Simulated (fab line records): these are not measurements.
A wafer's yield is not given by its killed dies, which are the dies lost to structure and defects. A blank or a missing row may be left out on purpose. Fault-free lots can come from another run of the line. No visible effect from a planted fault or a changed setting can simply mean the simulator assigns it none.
Which tool is to blame? || flow nand-harc || 72 wafers from 24 lots sampled at 6 of the route's 1159 steps

== WHAT THE GAUGES SHOWED, per wafer ==
NHARC_A_M1_OVL_MEAS_10: pitch 240 nm. Usual: overlay-x-nm -0.1 nm, standard deviation 0.8; overlay-y-nm -0.1 nm, standard deviation 0.66.
{"lot": "L074", "measured": "day 18 02:34", "on": "overlay-02", "overlay-x-nm (nm)": "-1.2 -0.9 -0.4", "overlay-y-nm (nm)": "-0.1 0.8 0.4", "flag": ""}
{"lot": "L078", "measured": "day 18 04:12", "on": "overlay-02", "overlay-x-nm (nm)": "-0.6 -0.5 -0.8", "overlay-y-nm (nm)": "-1.0 -1.3 -0.2", "flag": ""}
{"lot": "L075", "measured": "day 18 04:49", "on": "overlay-02", "overlay-x-nm (nm)": "-0.7 -1.2 -0.8", "overlay-y-nm (nm)": "0.8 1.1 0.5", "flag": ""}
{"lot": "L076", "measured": "day 18 07:55", "on": "overlay-01", "overlay-x-nm (nm)": "0.5 0.5 0.4", "overlay-y-nm (nm)": "-0.4 -0.1 -0.4", "flag": ""}
{"lot": "L077", "measured": "day 19 00:14", "on": "overlay-02", "overlay-x-nm (nm)": "1.7 1.7 0.9", "overlay-y-nm (nm)": "0.2 0.8 0.4", "flag": ""}
{"lot": "L079", "measured": "day 19 01:18", "on": "overlay-02", "overlay-x-nm (nm)": "-0.4 -0.4 -0.3", "overlay-y-nm (nm)": "0.5 0.5 0.8", "flag": ""}
{"lot": "L081", "measured": "day 19 05:45", "on": "overlay-01", "overlay-x-nm (nm)": "0.7 0.7 1.0", "overlay-y-nm (nm)": "-0.6 0.2 -0.6", "flag": ""}
{"lot": "L080", "measured": "day 19 13:36", "on": "overlay-02", "overlay-x-nm (nm)": "1.0 0.5 1.0", "overlay-y-nm (nm)": "0.0 -0.4 -0.7", "flag": ""}
{"lot": "L082", "measured": "day 20 08:49", "on": "overlay-02", "overlay-x-nm (nm)": "0.4 0.3 0.7", "overlay-y-nm (nm)": "-0.4 -0.6 -0.3", "flag": ""}
{"lot": "L084", "measured": "day 20 11:31", "on": "overlay-01", "overlay-x-nm (nm)": "-1.2 -0.9 -0.6", "overlay-y-nm (nm)": "-0.7 -1.0 -1.1", "flag": ""}
{"lot": "L083", "measured": "day 20 11:55", "on": "overlay-01", "overlay-x-nm (nm)": "-1.5 -1.8 -1.7", "overlay-y-nm (nm)": "-1.0 -0.7 -1.0", "flag": ""}
{"lot": "L088", "measured": "day 21 14:25", "on": "overlay-02", "overlay-x-nm (nm)": "-1.2 -1.5 -0.8", "overlay-y-nm (nm)": "0.5 0.5 0.2", "flag": ""}
{"lot": "L086", "measured": "day 21 23:11", "on": "overlay-02", "overlay-x-nm (nm)": "-0.9 -1.7 -0.5", "overlay-y-nm (nm)": "0.4 0.1 0.4", "flag": ""}
{"lot": "L087", "measured": "day 21 23:39", "on": "overlay-01", "overlay-x-nm (nm)": "0.1 0.0 0.4", "overlay-y-nm (nm)": "-0.2 0.1 0.3", "flag": ""}
{"lot": "L085", "measured": "day 22 04:47", "on": "overlay-01", "overlay-x-nm (nm)": "0.0 0.5 0.2", "overlay-y-nm (nm)": "-0.2 -0.3 -0.4", "flag": ""}
{"lot": "L090", "measured": "day 22 05:23", "on": "overlay-02", "overlay-x-nm (nm)": "1.7 0.3 1.2", "overlay-y-nm (nm)": "1.8 1.1 1.4", "flag": ""}
{"lot": "L093", "measured": "day 22 07:34", "on": "overlay-01", "overlay-x-nm (nm)": "0.2 0.5 0.2", "overlay-y-nm (nm)": "0.6 -0.4 -0.4", "flag": ""}
{"lot": "L091", "measured": "day 22 12:57", "on": "overlay-02", "overlay-x-nm (nm)": "-1.0 -0.8 -0.2", "overlay-y-nm (nm)": "0.0 -0.6 0.1", "flag": ""}
{"lot": "L095", "measured": "day 22 14:55", "on": "overlay-02", "overlay-x-nm (nm)": "-0.8 0.2 -0.4", "overlay-y-nm (nm)": "-0.4 -0.3 -0.3", "flag": ""}
{"lot": "L092", "measured": "day 23 01:04", "on": "overlay-01", "overlay-x-nm (nm)": "-0.7 0.0 0.5", "overlay-y-nm (nm)": "1.3 0.5 1.0", "flag": ""}
{"lot": "L089", "measured": "day 23 01:17", "on": "overlay-01", "overlay-x-nm (nm)": "0.4 -0.1 0.0", "overlay-y-nm (nm)": "-0.2 0.0 -0.4", "flag": ""}
{"lot": "L094", "measured": "day 23 04:09", "on": "overlay-02", "overlay-x-nm (nm)": "0.5 0.4 -0.1", "overlay-y-nm (nm)": "-0.2 -0.6 -0.6", "flag": ""}
{"lot": "L097", "measured": "day 23 09:24", "on": "overlay-01", "overlay-x-nm (nm)": "0.8 0.7 0.9", "overlay-y-nm (nm)": "-0.8 -0.5 -1.0", "flag": ""}
{"lot": "L096", "measured": "day 23 09:41", "on": "overlay-02", "overlay-x-nm (nm)": "-0.3 -0.5 -0.1", "overlay-y-nm (nm)": "-0.3 -0.2 -0.5", "flag": ""}

NHARC_A_M1_INSPECT_11. Usual: 30 for raw-defect-count, sd 15.
{"lot": "L074", "measured": "day 18 02:35", "on": "defect-inspect-02", "raw-defect-count": "26 22 16", "flag": ""}
{"lot": "L078", "measured": "day 18 04:14", "on": "defect-inspect-02", "raw-defect-count": "35 41 34", "flag": ""}
{"lot": "L075", "measured": "day 18 04:51", "on": "defect-inspect-01", "raw-defect-count": "14 11 8", "flag": ""}
{"lot": "L076", "measured": "day 18 07:57", "on": "defect-inspect-01", "raw-defect-count": "21 19 25", "flag": ""}
{"lot": "L077", "measured": "day 19 00:16", "on": "defect-inspect-02", "raw-defect-count": "7 11 8", "flag": ""}
{"lot": "L079", "measured": "day 19 01:20", "on": "defect-inspect-02", "raw-defect-count": "44 43 24", "flag": ""}
{"lot": "L081", "measured": "day 19 05:47", "on": "defect-inspect-02", "raw-defect-count": "18 13 14", "flag": ""}
{"lot": "L080", "measured": "day 19 13:38", "on": "defect-inspect-02", "raw-defect-count": "32 26 25", "flag": ""}
{"lot": "L082", "measured": "day 20 08:52", "on": "defect-inspect-01", "raw-defect-count": "20 25 16", "flag": ""}
{"lot": "L084", "measured": "day 20 11:34", "on": "defect-inspect-01", "raw-defect-count": "15 19 16", "flag": ""}
{"lot": "L083", "measured": "day 20 11:58", "on": "defect-inspect-02", "raw-defect-count": "45 42 42", "flag": ""}
{"lot": "L088", "measured": "day 21 14:27", "on": "defect-inspect-02", "raw-defect-count": "30 32 33", "flag": ""}
{"lot": "L086", "measured": "day 21 23:14", "on": "defect-inspect-01", "raw-defect-count": "10 15 15", "flag": ""}
{"lot": "L087", "measured": "day 21 23:41", "on": "defect-inspect-01", "raw-defect-count": "42 43 39", "flag": ""}
{"lot": "L085", "measured": "day 22 04:49", "on": "defect-inspect-02", "raw-defect-count": "28 30 35", "flag": ""}
{"lot": "L090", "measured": "day 22 05:26", "on": "defect-inspect-02", "raw-defect-count": "58 51 51", "flag": ""}
{"lot": "L093", "measured": "day 22 07:37", "on": "defect-inspect-02", "raw-defect-count": "22 16 14", "flag": ""}
{"lot": "L091", "measured": "day 22 12:59", "on": "defect-inspect-02", "raw-defect-count": "15 17 21", "flag": ""}
{"lot": "L095", "measured": "day 22 14:57", "on": "defect-inspect-02", "raw-defect-count": "44 32 27", "flag": ""}
{"lot": "L092", "measured": "day 23 01:07", "on": "defect-inspect-01", "raw-defect-count": "53 59 56", "flag": ""}
{"lot": "L089", "measured": "day 23 01:20", "on": "defect-inspect-02", "raw-defect-count": "24 31 31", "flag": ""}
{"lot": "L094", "measured": "day 23 04:11", "on": "defect-inspect-01", "raw-defect-count": "62 45 52", "flag": ""}
{"lot": "L097", "measured": "day 23 09:26", "on": "defect-inspect-02", "raw-defect-count": "28 19 20", "flag": ""}
{"lot": "L096", "measured": "day 23 09:43", "on": "defect-inspect-02", "raw-defect-count": "44 55 40", "flag": ""}

== WHAT TOOL EACH LOT RAN ON (gives the tool, then ch and the chambers of the sampled wafers, and finally the start) ==
{"lot": "L074", "NHARC_A_CONTACT_ETCH_130": "har-cap-etch-03 ch 0,1, day 17 02:47", "NHARC_A_CONTACT_ETCH_132": "har-cap-etch-03 ch 0,1, day 17 03:04", "NHARC_A_CONTACT_ETCH_139": "har-cap-etch-03 ch 0,1, day 17 08:46", "NHARC_A_CONTACT_ALD_18": "ald-metal-03 ch 0,1,2, day 17 10:26"}
{"lot": "L078", "NHARC_A_CONTACT_ETCH_130": "har-cap-etch-01 ch 0,1, day 17 03:29", "NHARC_A_CONTACT_ETCH_132": "har-cap-etch-01 ch 0,1, day 17 03:46", "NHARC_A_CONTACT_ETCH_139": "har-cap-etch-01 ch 0,1, day 17 11:05", "NHARC_A_CONTACT_ALD_18": "ald-metal-02 ch 0,1,2, day 17 13:11"}
{"lot": "L075", "NHARC_A_CONTACT_ETCH_130": "har-cap-etch-02 ch 0,1, day 17 06:56", "NHARC_A_CONTACT_ETCH_132": "har-cap-etch-02 ch 0,1, day 17 07:13", "NHARC_A_CONTACT_ETCH_139": "har-cap-etch-02 ch 0,1, day 17 13:10", "NHARC_A_CONTACT_ALD_18": "ald-metal-01 ch 0,1, day 17 14:44"}
{"lot": "L076", "NHARC_A_CONTACT_ETCH_130": "har-cap-etch-03 ch 0,1, day 17 13:41", "NHARC_A_CONTACT_ETCH_132": "har-cap-etch-03 ch 0,1, day 17 13:59", "NHARC_A_CONTACT_ETCH_139": "har-cap-etch-02 ch 0,1, day 17 19:42", "NHARC_A_CONTACT_ALD_18": "ald-metal-03 ch 2, day 17 21:14"}
{"lot": "L077", "NHARC_A_CONTACT_ETCH_130": "har-cap-etch-01 ch 0,1, day 17 21:49", "NHARC_A_CONTACT_ETCH_132": "har-cap-etch-01 ch 0,1, day 17 22:05", "NHARC_A_CONTACT_ETCH_139": "har-cap-etch-01 ch 1, day 18 07:17", "NHARC_A_CONTACT_ALD_18": "ald-metal-02 ch 1,2,3, day 18 08:56"}
{"lot": "L079", "NHARC_A_CONTACT_ETCH_130": "har-cap-etch-03 ch 0,1, day 18 02:53", "NHARC_A_CONTACT_ETCH_132": "har-cap-etch-03 ch 0,1, day 18 03:11", "NHARC_A_CONTACT_ETCH_139": "har-cap-etch-03 ch 0,1, day 18 09:52", "NHARC_A_CONTACT_ALD_18": "ald-metal-02 ch 0,1,3, day 18 11:35"}
{"lot": "L081", "NHARC_A_CONTACT_ETCH_130": "har-cap-etch-01 ch 0,1, day 18 10:58", "NHARC_A_CONTACT_ETCH_132": "har-cap-etch-01 ch 0,1, day 18 11:14", "NHARC_A_CONTACT_ETCH_139": "har-cap-etch-01 ch 0,1, day 18 17:04", "NHARC_A_CONTACT_ALD_18": "ald-metal-02 ch 0,2,3, day 18 19:02"}
{"lot": "L080", "NHARC_A_CONTACT_ETCH_130": "har-cap-etch-02 ch 0,1, day 18 16:19", "NHARC_A_CONTACT_ETCH_132": "har-cap-etch-02 ch 0,1, day 18 16:37", "NHARC_A_CONTACT_ETCH_139": "har-cap-etch-01 ch 0,1, day 19 01:30", "NHARC_A_CONTACT_ALD_18": "ald-metal-03 ch 1,2,3, day 19 03:10"}
{"lot": "L082", "NHARC_A_CONTACT_ETCH_130": "har-cap-etch-03 ch 0,1, day 19 03:26", "NHARC_A_CONTACT_ETCH_132": "har-cap-etch-03 ch 0,1, day 19 03:43", "NHARC_A_CONTACT_ETCH_139": "har-cap-etch-03 ch 0,1, day 19 10:35", "NHARC_A_CONTACT_ALD_18": "ald-metal-02 ch 0,1,3, day 19 12:17"}
{"lot": "L084", "NHARC_A_CONTACT_ETCH_130": "har-cap-etch-02 ch 0,1, day 19 05:55", "NHARC_A_CONTACT_ETCH_132": "har-cap-etch-02 ch 0,1, day 19 06:11", "NHARC_A_CONTACT_ETCH_139": "har-cap-etch-02 ch 0,1, day 19 11:56", "NHARC_A_CONTACT_ALD_18": "ald-metal-02 ch 0,2,3, day 19 13:38"}
{"lot": "L083", "NHARC_A_CONTACT_ETCH_130": "har-cap-etch-01 ch 0,1, day 19 06:40", "NHARC_A_CONTACT_ETCH_132": "har-cap-etch-01 ch 0,1, day 19 06:58", "NHARC_A_CONTACT_ETCH_139": "har-cap-etch-01 ch 0,1, day 19 13:30", "NHARC_A_CONTACT_ALD_18": "ald-metal-01 ch 0,3, day 19 15:05"}
{"lot": "L088", "NHARC_A_CONTACT_ETCH_130": "har-cap-etch-03 ch 0,1, day 20 10:25", "NHARC_A_CONTACT_ETCH_132": "har-cap-etch-03 ch 0,1, day 20 10:43", "NHARC_A_CONTACT_ETCH_139": "har-cap-etch-01 ch 0,1, day 20 19:14", "NHARC_A_CONTACT_ALD_18": "ald-metal-02 ch 1,2,3, day 20 20:48"}
{"lot": "L086", "NHARC_A_CONTACT_ETCH_130": "har-cap-etch-02 ch 0,1, day 20 11:07", "NHARC_A_CONTACT_ETCH_132": "har-cap-etch-02 ch 0,1, day 20 11:23", "NHARC_A_CONTACT_ETCH_139": "har-cap-etch-03 ch 0,1, day 20 19:28", "NHARC_A_CONTACT_ALD_18": "ald-metal-01 ch 0,1,2, day 20 22:29"}
{"lot": "L087", "NHARC_A_CONTACT_ETCH_130": "har-cap-etch-03 ch 0,1, day 20 17:16", "NHARC_A_CONTACT_ETCH_132": "har-cap-etch-03 ch 0,1, day 20 17:33", "NHARC_A_CONTACT_ETCH_139": "har-cap-etch-02 ch 0,1, day 21 00:08", "NHARC_A_CONTACT_ALD_18": "ald-metal-03 ch 0,2,3, day 21 01:41"}
{"lot": "L085", "NHARC_A_CONTACT_ETCH_130": "har-cap-etch-03 ch 0,1, day 21 00:46", "NHARC_A_CONTACT_ETCH_132": "har-cap-etch-03 ch 0,1, day 21 01:04", "NHARC_A_CONTACT_ETCH_139": "har-cap-etch-02 ch 0,1, day 21 10:20", "NHARC_A_CONTACT_ALD_18": "ald-metal-02 ch 0,3, day 21 12:37"}
{"lot": "L090", "NHARC_A_CONTACT_ETCH_130": "har-cap-etch-01 ch 0,1, day 21 04:04", "NHARC_A_CONTACT_ETCH_132": "har-cap-etch-01 ch 0,1, day 21 04:21", "NHARC_A_CONTACT_ETCH_139": "har-cap-etch-02 ch 0,1, day 21 13:50", "NHARC_A_CONTACT_ALD_18": "ald-metal-03 ch 1,2,3, day 21 15:34"}
{"lot": "L093", "NHARC_A_CONTACT_ETCH_130": "har-cap-etch-01 ch 0,1, day 21 07:37", "NHARC_A_CONTACT_ETCH_132": "har-cap-etch-01 ch 0,1, day 21 07:53", "NHARC_A_CONTACT_ETCH_139": "har-cap-etch-03 ch 0,1, day 21 19:01", "NHARC_A_CONTACT_ALD_18": "ald-metal-02 ch 0,1,2, day 21 20:35"}
{"lot": "L091", "NHARC_A_CONTACT_ETCH_130": "har-cap-etch-03 ch 1, day 21 16:46", "NHARC_A_CONTACT_ETCH_132": "har-cap-etch-03 ch 1, day 21 17:03", "NHARC_A_CONTACT_ETCH_139": "har-cap-etch-03 ch 0,1, day 22 00:48", "NHARC_A_CONTACT_ALD_18": "ald-metal-01 ch 0,3, day 22 02:31"}
{"lot": "L095", "NHARC_A_CONTACT_ETCH_130": "har-cap-etch-01 ch 1, day 21 18:08", "NHARC_A_CONTACT_ETCH_132": "har-cap-etch-01 ch 1, day 21 18:25", "NHARC_A_CONTACT_ETCH_139": "har-cap-etch-02 ch 0,1, day 22 02:53", "NHARC_A_CONTACT_ALD_18": "ald-metal-02 ch 0,1,2, day 22 04:44"}
{"lot": "L092", "NHARC_A_CONTACT_ETCH_130": "har-cap-etch-02 ch 0,1, day 21 23:55", "NHARC_A_CONTACT_ETCH_132": "har-cap-etch-02 ch 0,1, day 22 00:11", "NHARC_A_CONTACT_ETCH_139": "har-cap-etch-03 ch 0, day 22 08:52", "NHARC_A_CONTACT_ALD_18": "ald-metal-01 ch 0,1,3, day 22 10:36"}
{"lot": "L089", "NHARC_A_CONTACT_ETCH_130": "har-cap-etch-01 ch 0,1, day 22 01:17", "NHARC_A_CONTACT_ETCH_132": "har-cap-etch-01 ch 0,1, day 22 01:34", "NHARC_A_CONTACT_ETCH_139": "har-cap-etch-02 ch 0, day 22 10:01", "NHARC_A_CONTACT_ALD_18": "ald-metal-02 ch 0,3, day 22 11:37"}
{"lot": "L094", "NHARC_A_CONTACT_ETCH_130": "har-cap-etch-01 ch 0,1, day 22 04:55", "NHARC_A_CONTACT_ETCH_132": "har-cap-etch-01 ch 0,1, day 22 05:12", "NHARC_A_CONTACT_ETCH_139": "har-cap-etch-02 ch 0,1, day 22 11:20", "NHARC_A_CONTACT_ALD_18": "ald-metal-03 ch 0,1, day 22 13:01"}
{"lot": "L097", "NHARC_A_CONTACT_ETCH_130": "har-cap-etch-01 ch 0,1, day 22 09:30", "NHARC_A_CONTACT_ETCH_132": "har-cap-etch-01 ch 0,1, day 22 09:47", "NHARC_A_CONTACT_ETCH_139": "har-cap-etch-02 ch 0,1, day 22 17:07", "NHARC_A_CONTACT_ALD_18": "ald-metal-03 ch 1,2, day 22 19:01"}
{"lot": "L096", "NHARC_A_CONTACT_ETCH_130": "har-cap-etch-03 ch 0,1, day 22 11:19", "NHARC_A_CONTACT_ETCH_132": "har-cap-etch-03 ch 0,1, day 22 11:35", "NHARC_A_CONTACT_ETCH_139": "har-cap-etch-03 ch 0,1, day 22 18:22", "NHARC_A_CONTACT_ALD_18": "ald-metal-01 ch 0,1,3, day 22 19:58"}
- NHARC_A_CONTACT_ETCH_130: etches the open film in C4F8/O2/Ar, time 155 s, target depth 956 nm.
- NHARC_A_CONTACT_ETCH_132: etches the open film in C4F8/O2/Ar, time 156 s, target depth 958 nm.
- NHARC_A_CONTACT_ETCH_139: etches the open film in C4F8/O2/Ar, time 137 s, target depth 590 nm.
- NHARC_A_CONTACT_ALD_18: deposits TiN, target thk 3 nm, pulse time 1 s, ald cycles 150.

== AS READ BY THE TOOLS THEMSELVES (means over the sampled wafers that have a number; for cases with no such wafer, the mark the record gives instead) ==
NHARC_A_CONTACT_ALD_18. Usual: heater-power-w 1049 W, standard deviation 130; precursor-pulse-height-rel 1.001, standard deviation 0.021.
{"lot": "L074", "tool": "ald-metal-03", "heater-power-w (W)": 1122, "precursor-pulse-height-rel": 0.986, "flag": ""}
{"lot": "L078", "tool": "ald-metal-02", "heater-power-w (W)": 1095, "precursor-pulse-height-rel": 1.001, "flag": ""}
{"lot": "L075", "tool": "ald-metal-01", "heater-power-w (W)": 980, "precursor-pulse-height-rel": 1.004, "flag": ""}
{"lot": "L076", "tool": "ald-metal-03", "heater-power-w (W)": 1097, "precursor-pulse-height-rel": 1.004, "flag": ""}
{"lot": "L077", "tool": "ald-metal-02", "heater-power-w (W)": 1028, "precursor-pulse-height-rel": 0.997, "flag": ""}
{"lot": "L079", "tool": "ald-metal-02", "heater-power-w (W)": 1062, "precursor-pulse-height-rel": 0.992, "flag": ""}
{"lot": "L081", "tool": "ald-metal-02", "heater-power-w (W)": 951, "precursor-pulse-height-rel": 1.002, "flag": ""}
{"lot": "L080", "tool": "ald-metal-03", "heater-power-w (W)": 1079, "precursor-pulse-height-rel": 0.987, "flag": ""}
{"lot": "L082", "tool": "ald-metal-02", "heater-power-w (W)": 1071, "precursor-pulse-height-rel": 0.984, "flag": ""}
{"lot": "L084", "tool": "ald-metal-02", "heater-power-w (W)": 947, "precursor-pulse-height-rel": 1.034, "flag": ""}
{"lot": "L083", "tool": "ald-metal-01", "heater-power-w (W)": 948, "precursor-pulse-height-rel": 1.025, "flag": ""}
{"lot": "L088", "tool": "ald-metal-02", "heater-power-w (W)": 1029, "precursor-pulse-height-rel": 1.017, "flag": ""}
{"lot": "L086", "tool": "ald-metal-01", "heater-power-w (W)": 999, "precursor-pulse-height-rel": 0.992, "flag": ""}
{"lot": "L087", "tool": "ald-metal-03", "heater-power-w (W)": 1109, "precursor-pulse-height-rel": 1.001, "flag": ""}
{"lot": "L085", "tool": "ald-metal-02", "heater-power-w (W)": 929, "precursor-pulse-height-rel": 0.999, "flag": ""}
{"lot": "L090", "tool": "ald-metal-03", "heater-power-w (W)": 1082, "precursor-pulse-height-rel": 1.007, "flag": ""}
{"lot": "L093", "tool": "ald-metal-02", "heater-power-w (W)": 1083, "precursor-pulse-height-rel": 0.997, "flag": ""}
{"lot": "L091", "tool": "ald-metal-01", "heater-power-w (W)": 971, "precursor-pulse-height-rel": 0.989, "flag": ""}
{"lot": "L095", "tool": "ald-metal-02", "heater-power-w (W)": 1091, "precursor-pulse-height-rel": 1.012, "flag": ""}
{"lot": "L092", "tool": "ald-metal-01", "heater-power-w (W)": 978, "precursor-pulse-height-rel": 1.017, "flag": ""}
{"lot": "L089", "tool": "ald-metal-02", "heater-power-w (W)": 964, "precursor-pulse-height-rel": 1.021, "flag": ""}
{"lot": "L094", "tool": "ald-metal-03", "heater-power-w (W)": 1151, "precursor-pulse-height-rel": 1.001, "flag": ""}
{"lot": "L097", "tool": "ald-metal-03", "heater-power-w (W)": 1118, "precursor-pulse-height-rel": 0.988, "flag": ""}
{"lot": "L096", "tool": "ald-metal-01", "heater-power-w (W)": 991, "precursor-pulse-height-rel": 1.009, "flag": ""}

== THE ANSWER, worked out from the rows above alone ==
Rule: a lot is off if the mean of its wafers that have a number lies more than 3 standard deviations from the usual mean. A lot without any number at a reading at which 4 lots or more have one is off too. The other lots that the step has rows for count as sound. Order of review: gauges by route order, followed by the tools' own readings, for which a lot's mean as printed above is used. The first step at which some lot is off is used, and at that step the reading that is off furthest; a lot without a number counts as furthest.
No lot is off at any reading shown: from this, nothing can be told.

== WHAT THE SIMULATOR HAD INSERTED ==
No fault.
